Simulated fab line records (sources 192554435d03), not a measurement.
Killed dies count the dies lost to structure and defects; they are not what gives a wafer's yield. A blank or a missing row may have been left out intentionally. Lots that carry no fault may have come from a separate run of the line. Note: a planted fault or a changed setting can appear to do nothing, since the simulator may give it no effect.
Which of the tools did it? :: flow n5_finfet :: 12 lots (36 wafers sampled), 1 step of a 1938-step route

## WHAT THE GAUGES SHOWED, per wafer
N5_ZERO_LAYER_INSPECT_20: inspects for defects (darkfield).
lot: L075
measured: day 1 19:38
on: defect_inspect-02
raw_defect_count: 39 87 49

lot: L077
measured: day 2 07:41
on: defect_inspect-01
raw_defect_count: 34 40 28

lot: L079
measured: day 2 19:17
on: defect_inspect-02
raw_defect_count: 26 51 43

lot: L081
measured: day 3 07:19
on: defect_inspect-02
raw_defect_count: 32 37 45

lot: L083
measured: day 3 19:16
on: defect_inspect-01
raw_defect_count: 42 54 50

lot: L085
measured: day 4 07:26
on: defect_inspect-02
raw_defect_count: 37 28 65

lot: L087
measured: day 4 19:15
on: defect_inspect-01
raw_defect_count: 29 58 28

lot: L089
measured: day 5 07:23
on: defect_inspect-01
raw_defect_count: 23 52 41

lot: L091
measured: day 5 19:23
on: defect_inspect-01
raw_defect_count: 25 22 29

lot: L093
measured: day 6 07:15
on: defect_inspect-01
raw_defect_count: 25 21 45

lot: L095
measured: day 6 19:15
on: defect_inspect-02
raw_defect_count: 38 42 23

lot: L097
measured: day 7 07:34
on: defect_inspect-01
raw_defect_count: 33 23 23

## EACH LOT AND THE TOOL THAT RAN IT (in order: tool; ch and the chambers of the sampled wafers; start)
No process step before these readings appears in the record.

## THE ANSWER, worked out from the rows above alone
Rule: the lots themselves supply what counts as usual. The widest of any qualifying gaps counts: lots, ordered by their means at a reading, are off when they make up no more than a third of the lots, leave a main group of 4 or more, and stand apart from it by 3 or more times the standard deviation of that group's means. A main group whose means are all the same, to the digits that the tables above print for the reading, isn't used. A lot without any number at a reading at which 4 lots or more have one is off too. All remaining lots with rows at the step are treated as sound.
No lot is off at any reading shown: from this, nothing can be told.

## WHAT THE SIMULATOR HAD PUT IN
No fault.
